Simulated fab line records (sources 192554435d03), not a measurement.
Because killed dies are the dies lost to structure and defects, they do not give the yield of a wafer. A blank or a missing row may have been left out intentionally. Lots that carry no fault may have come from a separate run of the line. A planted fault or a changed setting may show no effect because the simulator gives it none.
8D (eight disciplines) problem report, filled in by code | flow n5_finfet | the parts of the form that need people (team, actions taken, sign-off) are left out

== 1. THE ISSUE ==
N5_PASSIVATION_PROBE_49, killed_at_front_end: mean 123 over 1 wafer from 1 lot; wafers with no fault: 41, standard deviation 11. Measured from the usual mean, that is +7.5 standard deviations.
Earliest sighting: wafer L716.2 on prober-01 at day 15 19:21. The record holds 4 wafers of 2 lots with a number at this step. Rule for "out", or "out of limits": more than 4 standard deviations from the usual mean. The rest of the wafers with a number are treated as sound.

== 2. WHAT IT IS AND WHAT IT IS NOT ==
question                    | is                                                                                                 | is not
which readings at this step | killed_at_front_end, defect_limited_yield, killed_dies, killed_on_rim, sort_n_pass, sort_yield_pct | killed_at_M0_to_M3, killed_at_M4_up, killed_at_contacts, killed_at_other, killed_open, killed_short, sort_bin_6_memory
which lots                  | L716                                                                                               | L707
which wafers of those lots  | L716.2                                                                                             | L716.3, L716.5
read on which tools         | prober-01                                                                                          | -
when                        | from day 15 19:21                                                                                  | up to then (1 sound wafer); but 2 sound wafers of L716 came after

== 3. WHAT RULES OUT EACH SUSPECT ==
Counting: a tool at a process step up to the reading stays a suspect if it ran every lot that is out. Sound lots after the first of them don't rule it out here, since some wafers of a struck lot are sound.
- ald_metal-02 at N5_HKMG_FIN_ALD_91 (deposits TiN, target thk 1 nm, pulse time 1 s, purge time 3 s): kept. It ran the lot that is out, L716 (day 7 13:43).
- pvd_sputter-02 at N5_PASSIVATION_DEGAS_18 (time 60 s): kept. It ran the lot that is out, L716 (day 15 12:53).
- prober-01 at N5_PASSIVATION_PROBE_49: kept. L716, the lot that is out, went through it at day 15 19:21; up to then, the latest sound lot through it was L707 at day 13 23:29. Its own defect_limited_yield, killed_at_front_end, killed_dies, killed_on_rim, sort_n_pass, sort_yield_pct readings are out on those wafers.
- Within ald_metal-02 at N5_HKMG_FIN_ALD_91: the wafers that are out ran in chamber 2; their sound lot-mates ran in chamber 3.
Still standing after the count: ald_metal-02 at N5_HKMG_FIN_ALD_91, pvd_sputter-02 at N5_PASSIVATION_DEGAS_18, prober-01 at N5_PASSIVATION_PROBE_49.

== 4. THE CAUSE (what the simulator had put in) ==
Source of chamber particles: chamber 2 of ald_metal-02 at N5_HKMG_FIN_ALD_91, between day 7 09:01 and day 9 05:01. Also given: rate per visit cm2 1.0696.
Counting leaves 3 suspects; this tool is one of them.

== 5. THE CHAIN OF EFFECTS, in route order ==
Each row: a reading whose mean over the struck wafers that have a number lies more than 3 standard deviations from the usual. Readings are gone through only where the record gives a usual standard deviation; hours: the median, over the lots, of the time from a lot's start at the first step in this table giving one to that lot's start at this step; sigmas: the change measured in usual standard deviations.
hours | step                    | reading              | usual  | on struck wafers | change | sigmas
0     | N5_PASSIVATION_PROBE_49 | defect_limited_yield | 91.2 % | 84.5             | -6.7   | -4.8
0     | N5_PASSIVATION_PROBE_49 | killed_at_front_end  | 41     | 123              | +82    | +7.5
0     | N5_PASSIVATION_PROBE_49 | killed_dies          | 103    | 183              | +80    | +5.0
0     | N5_PASSIVATION_PROBE_49 | killed_on_rim        | 13     | 36               | +23    | +6.8
0     | N5_PASSIVATION_PROBE_49 | sort_bin_5_function  | 5.1 %  | 8.7              | +3.6   | +4.0
0     | N5_PASSIVATION_PROBE_49 | sort_n_pass          | 1077   | 997              | -80    | -5.0
0     | N5_PASSIVATION_PROBE_49 | sort_yield_pct       | 91.2 % | 84.5             | -6.7   | -4.8
Here are the process steps it includes:
- N5_PASSIVATION_PROBE_49

== 6. HOW IT WOULD HAVE BEEN CAUGHT EARLIER ==
In this record the first reading out of limits was taken at day 15 19:21, 202 hours after the fault began at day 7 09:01.
No tool reading at N5_HKMG_FIN_ALD_91 that has a usual standard deviation in the record was out on any struck wafer, so an alarm limit of 4 standard deviations on those readings would not have fired.
Lots out: 1; all had begun N5_HKMG_FIN_ALD_91 on ald_metal-02 by day 15 19:21. Had the tool been put on hold then, not one of them would have been saved.
